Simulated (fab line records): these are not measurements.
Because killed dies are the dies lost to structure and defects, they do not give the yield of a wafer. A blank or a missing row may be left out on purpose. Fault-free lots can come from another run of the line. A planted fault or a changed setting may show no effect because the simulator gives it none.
Matching of chambers ; flow nand harc ; NHARC_P_GATE_DESCUM_93 on rie diel-04: 4 sister chambers
The step chemistry O2, time 3 s. 4 wafers are shown with their chamber, then 9 later ones without.

## WAFERS WITH THEIR CHAMBER
wafer;chamber;showerhead plenum p Torr (Torr)
L083.5;2;1.91
L089.1;0;1.92
L089.3;3;1.84
L089.4;1;1.93

## WAFERS WITHOUT THEIR CHAMBER
wafer;showerhead plenum p Torr (Torr)
L090.1;1.90
L090.3;1.93
L090.6;1.90
L091.2;1.83
L091.3;1.92
L091.4;1.90
L092.3;1.92
L092.4;1.90
L092.6;1.92

## WHICH CHAMBER EACH ONE RAN IN
wafer;from the rows above;in truth
L090.1;can't be placed: 2 or 0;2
L090.3;can't be placed: 1 or 0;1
L090.6;can't be placed: 2 or 0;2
L091.2;3;3
L091.3;can't be placed: 0 or 1 or 2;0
L091.4;can't be placed: 2 or 0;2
L092.3;can't be placed: 0 or 1 or 2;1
L092.4;can't be placed: 2 or 0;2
L092.6;can't be placed: 0 or 1 or 2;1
1 of 9 placed correctly. Unplaceable from these rows: 8, with the true chamber sitting among the candidates in 8. 0 placed wrongly.
How it was worked out, from the rows above alone: a wafer's distance from a chamber is the root of the sum, over the readings, of the square of ((its reading less the chamber's mean) divided by the reading's scatter). The wafer belongs to the nearest chamber; if the next one is less than 2 further off, it can't be placed. A chamber's mean is the mean of its shown wafers. The scatter: with one shown wafer a chamber, the root of the mean of the squares of how far each hidden wafer lies from its nearest shown one.
